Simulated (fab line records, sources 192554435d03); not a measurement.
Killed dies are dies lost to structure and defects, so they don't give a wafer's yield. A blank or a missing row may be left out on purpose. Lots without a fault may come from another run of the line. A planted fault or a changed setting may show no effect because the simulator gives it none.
Split-lot experiment | flow n5_finfet | 7 lots, 21 wafers read, on a route of 1938 steps

THE SPLIT
At N5_SD_EPI_P_EPI_21 (deposits SiGe:B, time 355 s), the setting time_s was moved away from the recipe's 355 s on 6 of the 21 wafers read, by +7.9% to +16.8%. The other wafers ran this setting at the recipe's value.

FROM THE SPLIT TO THE READING: what the file shows between them, 3 steps
- N5_SD_EPI_P_HM_STRIP_48: strips SiNx in H3PO4, material SiNx, target depth 3 nm
- N5_SD_ACTIVATION_RTA_00: time 0 s
- N5_SD_ACTIVATION_LSA_01: time 0.0008 s

THE READING
RS_SD_P, in ohm/sq, at N5_SD_ACTIVATION_RS_MEAS_03 (measures by four-point-probe). Fault-free wafers of this fab line usually give 55.7 ohm/sq, standard deviation 0.96 ohm/sq.

wafer  | tool, chamber at the split | time_s as run, s | against the recipe | RS_SD_P, ohm/sq | against lot-mates on the recipe
L079.1 | epi_rpcvd-03, 0            | 355              | recipe             | 56.4            | -
L079.2 | epi_rpcvd-03, 0            | 355              | recipe             | 55.2            | -
L079.3 | epi_rpcvd-03, 0            | 355              | recipe             | 54.7            | -
L080.3 | epi_rpcvd-01, 0            | 355              | recipe             | 56.2            | -
L080.4 | epi_rpcvd-01, 0            | 355              | recipe             | 54.9            | -
L080.6 | epi_rpcvd-01, 0            | 355              | recipe             | 54.7            | -
L081.1 | epi_rpcvd-02, 0            | 355              | recipe             | 54.8            | -
L081.4 | epi_rpcvd-02, 0            | 355              | recipe             | 54.8            | -
L081.6 | epi_rpcvd-02, 0            | 355              | recipe             | 54.0            | -
L082.2 | epi_rpcvd-01, 0            | 386.6            | +8.9%              | 52.3            | -2.9
L082.3 | epi_rpcvd-01, 0            | 355              | recipe             | 55.2            | -
L082.4 | epi_rpcvd-01, 0            | 386.6            | +8.9%              | 52.6            | -2.6
L088.3 | epi_rpcvd-03, 0            | 382.9            | +7.9%              | 52.1            | -3.1
L088.4 | epi_rpcvd-03, 0            | 355              | recipe             | 55.2            | -
L088.6 | epi_rpcvd-03, 0            | 382.9            | +7.9%              | 52.5            | -2.7
L096.1 | epi_rpcvd-03, 0            | 355              | recipe             | 56.4            | -
L096.5 | epi_rpcvd-03, 0            | 355              | recipe             | 56.7            | -
L096.6 | epi_rpcvd-03, 0            | 355              | recipe             | 55.8            | -
L097.4 | epi_rpcvd-03, 0            | 355              | recipe             | 56.2            | -
L097.5 | epi_rpcvd-03, 0            | 414.5            | +16.8%             | 51.2            | -5.0
L097.6 | epi_rpcvd-03, 0            | 414.5            | +16.8%             | 51.7            | -4.5

THE FIT
A straight line over all 21 wafers: RS_SD_P changes by -0.271 ohm/sq for each +1% of time_s; r = -0.89; the points scatter about the line by 0.81 ohm/sq.
The same after taking each lot's own level away (the mean of its wafers on the recipe; 21 wafers): -0.297 ohm/sq for each +1%; r = -0.96; scatter 0.5 ohm/sq.
On that fit, the largest move of time_s shifts the reading by 5 ohm/sq.
The lots' own levels span 54.53 to 56.30 ohm/sq, that is 1.8 times the standard deviation above.
So the lot-to-lot level changes the slope little: the two slopes agree.
Check: with one of the wafers moved furthest among these (+16.8%) left out of the fit, the line predicts -5.04 ohm/sq for it against its lot-mates. It came out at -5 ohm/sq against them.

OTHER SPLITS ON THESE WAFERS
These wafers also went through other splits before the reading. Each is held against what the fit with the lots' levels taken away leaves over:
other split on the same wafers     | wafers away from the commonest value | r with RS_SD_P (lot level and that fit taken away)
N5_WELL_APT_EXPOSE_05 dose_mj      | 4                                    | +0.03
N5_WELL_APT_COAT_19 spin_rpm       | 6                                    | +0.02
N5_FIN_SAQP_HM_DEP_03 time_s       | 6                                    | -0.42
N5_FIN_SAQP_EXPOSE_13 dose_mj      | 10                                   | -0.06
N5_FIN_SAQP_SPACER2_ALD_28 temp_c  | 6                                    | +0.02
N5_FIN_SAQP_ETCH_64 bias_w         | 11                                   | -0.06
N5_DUMMY_GATE_COAT_35 spin_rpm     | 8                                    | -0.22
N5_SD_EPI_N_ETCH_16 target_depth_a | 7                                    | -0.05

THE WHOLE CHAIN: every reading that the file lists as answering this split, in the file's order
step                        | what it does                 | reading                                                                           | change (the file's fit)               | r (the file's)
N5_SD_EPI_P_EPI_21          | deposits SiGe:B, time 355 s  | SiGe-B_of_SD_EPI_P_EPI_21.thk_nm (the simulator's own value, which no gauge read) | +0.358 nm for each +1% of the setting | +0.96
N5_SD_ACTIVATION_RS_MEAS_03 | measures by four-point-probe | RS_SD_P                                                                           | -0.302 for each +1% of the setting    | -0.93

THE FILE'S OWN FIT
RS_SD_P changes by -0.302 ohm/sq for each +1% of time_s, r = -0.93.
